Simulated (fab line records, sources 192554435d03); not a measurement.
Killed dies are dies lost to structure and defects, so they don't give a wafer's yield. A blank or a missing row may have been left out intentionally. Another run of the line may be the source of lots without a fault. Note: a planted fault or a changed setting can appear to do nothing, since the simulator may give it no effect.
The tool behind it: which one? || flow n5 finfet || Sampling: 13 lots, 38 wafers, 2 of 1938 route steps

WHAT EACH GAUGE READ, for each wafer
N5_BEOL_M9_THK_MEAS_01. Usual: for M9_ILD_THK the level is 269 nm and the standard deviation is 3.6.
{"lot": "L726", "measured": "day 9 20:49", "on": "film metro-02", "M9_ILD_THK (nm)": "268 272 273", "flag": ""}
{"lot": "L727", "measured": "day 9 21:47", "on": "film metro-02", "M9_ILD_THK (nm)": "266 270 269", "flag": ""}
{"lot": "L729", "measured": "day 10 06:38", "on": "film metro-01", "M9_ILD_THK (nm)": "268 270 270", "flag": ""}
{"lot": "L728", "measured": "day 10 17:58", "on": "film metro-02", "M9_ILD_THK (nm)": "267 269 262", "flag": ""}
{"lot": "L733", "measured": "day 10 21:47", "on": "film metro-02", "M9_ILD_THK (nm)": "263 264 266", "flag": ""}
{"lot": "L732", "measured": "day 11 01:23", "on": "film metro-01", "M9_ILD_THK (nm)": "263 264 270", "flag": ""}
{"lot": "L740", "measured": "day 12 21:52", "on": "film metro-02", "M9_ILD_THK (nm)": "271 267 271", "flag": ""}
{"lot": "L738", "measured": "day 12 23:28", "on": "film metro-01", "M9_ILD_THK (nm)": "266 262 271", "flag": ""}
{"lot": "L742", "measured": "day 13 12:19", "on": "film metro-02", "M9_ILD_THK (nm)": "261 272 269", "flag": ""}
{"lot": "L743", "measured": "day 13 13:20", "on": "film metro-02", "M9_ILD_THK (nm)": "261 263 269", "flag": ""}
{"lot": "L747", "measured": "day 14 19:11", "on": "film metro-01", "M9_ILD_THK (nm)": "262 261 267", "flag": ""}
{"lot": "L748", "measured": "day 14 20:37", "on": "film metro-01", "M9_ILD_THK (nm)": "264 269", "flag": ""}
{"lot": "L749", "measured": "day 15 02:23", "on": "film metro-02", "M9_ILD_THK (nm)": "267 271 270", "flag": ""}

EACH LOT AND THE TOOL THAT RAN IT (in order: tool; ch and the chambers of the sampled wafers; start)
{"lot": "L726", "N5_BEOL_M9_CURE_71": "uv cure-03 ch 2, day 9 20:23"}
{"lot": "L727", "N5_BEOL_M9_CURE_71": "uv cure-01 ch 0, day 9 21:16"}
{"lot": "L729", "N5_BEOL_M9_CURE_71": "uv cure-03 ch 0, day 10 06:13"}
{"lot": "L728", "N5_BEOL_M9_CURE_71": "uv cure-02 ch 2, day 10 17:28"}
{"lot": "L733", "N5_BEOL_M9_CURE_71": "uv cure-02 ch 1, day 10 21:20"}
{"lot": "L732", "N5_BEOL_M9_CURE_71": "uv cure-03 ch 0, day 11 00:56"}
{"lot": "L740", "N5_BEOL_M9_CURE_71": "uv cure-03 ch 2, day 12 20:53"}
{"lot": "L738", "N5_BEOL_M9_CURE_71": "uv cure-03 ch 0, day 12 22:58"}
{"lot": "L742", "N5_BEOL_M9_CURE_71": "uv cure-02 ch 1, day 13 11:58"}
{"lot": "L743", "N5_BEOL_M9_CURE_71": "uv cure-02 ch 1, day 13 12:40"}
{"lot": "L747", "N5_BEOL_M9_CURE_71": "uv cure-03 ch 0, day 14 18:44"}
{"lot": "L748", "N5_BEOL_M9_CURE_71": "uv cure-02 ch 2, day 14 20:06"}
{"lot": "L749", "N5_BEOL_M9_CURE_71": "uv cure-02 ch 0, day 15 01:58"}
- N5_BEOL_M9_CURE_71: cures SiCOH lowk, time 240 s.

AS READ BY THE TOOLS THEMSELVES (means over the sampled wafers that have a number; for cases with no such wafer, the mark the record gives instead)
N5_BEOL_M9_CURE_71. Usual: lamp power pct 52.31 %, standard deviation 0.054; wafer_temp_C_max 386.9, standard deviation 0.67.
{"lot": "L726", "tool": "uv cure-03", "lamp power pct (%)": 52.31, "wafer_temp_C_max": 387.7, "flag": ""}
{"lot": "L727", "tool": "uv cure-01", "lamp power pct (%)": 52.32, "wafer_temp_C_max": 386.9, "flag": ""}
{"lot": "L729", "tool": "uv cure-03", "lamp power pct (%)": 52.34, "wafer_temp_C_max": 386.0, "flag": ""}
{"lot": "L728", "tool": "uv cure-02", "lamp power pct (%)": 52.34, "wafer_temp_C_max": 387.7, "flag": ""}
{"lot": "L733", "tool": "uv cure-02", "lamp power pct (%)": 52.33, "wafer_temp_C_max": 386.4, "flag": ""}
{"lot": "L732", "tool": "uv cure-03", "lamp power pct (%)": 52.30, "wafer_temp_C_max": 386.0, "flag": ""}
{"lot": "L740", "tool": "uv cure-03", "lamp power pct (%)": 52.32, "wafer_temp_C_max": 387.3, "flag": ""}
{"lot": "L738", "tool": "uv cure-03", "lamp power pct (%)": 52.31, "wafer_temp_C_max": 386.1, "flag": ""}
{"lot": "L742", "tool": "uv cure-02", "lamp power pct (%)": 52.31, "wafer_temp_C_max": 386.9, "flag": ""}
{"lot": "L743", "tool": "uv cure-02", "lamp power pct (%)": 52.31, "wafer_temp_C_max": 386.7, "flag": ""}
{"lot": "L747", "tool": "uv cure-03", "lamp power pct (%)": 52.32, "wafer_temp_C_max": 386.4, "flag": ""}
{"lot": "L748", "tool": "uv cure-02", "lamp power pct (%)": 52.22, "wafer_temp_C_max": 387.6, "flag": ""}
{"lot": "L749", "tool": "uv cure-02", "lamp power pct (%)": 52.33, "wafer_temp_C_max": 387.0, "flag": ""}

THE ANSWER, worked out from the rows above alone
Rule: lot off if the mean of its wafers having a number is beyond 3 standard deviations from the usual mean. Also off: a lot with no number at a reading for which 4 or more lots have one. The other lots that the step has rows for count as sound. After the gauges, taken in route order, come the tools' own readings; for these a lot's mean is taken, as printed above. At the first step where some lot is off, the reading lying furthest off is the one used; lots without a number count as furthest.
Nothing can be told from this: no lot is off at any reading shown.

WHAT HAD BEEN PUT IN BY THE SIMULATOR
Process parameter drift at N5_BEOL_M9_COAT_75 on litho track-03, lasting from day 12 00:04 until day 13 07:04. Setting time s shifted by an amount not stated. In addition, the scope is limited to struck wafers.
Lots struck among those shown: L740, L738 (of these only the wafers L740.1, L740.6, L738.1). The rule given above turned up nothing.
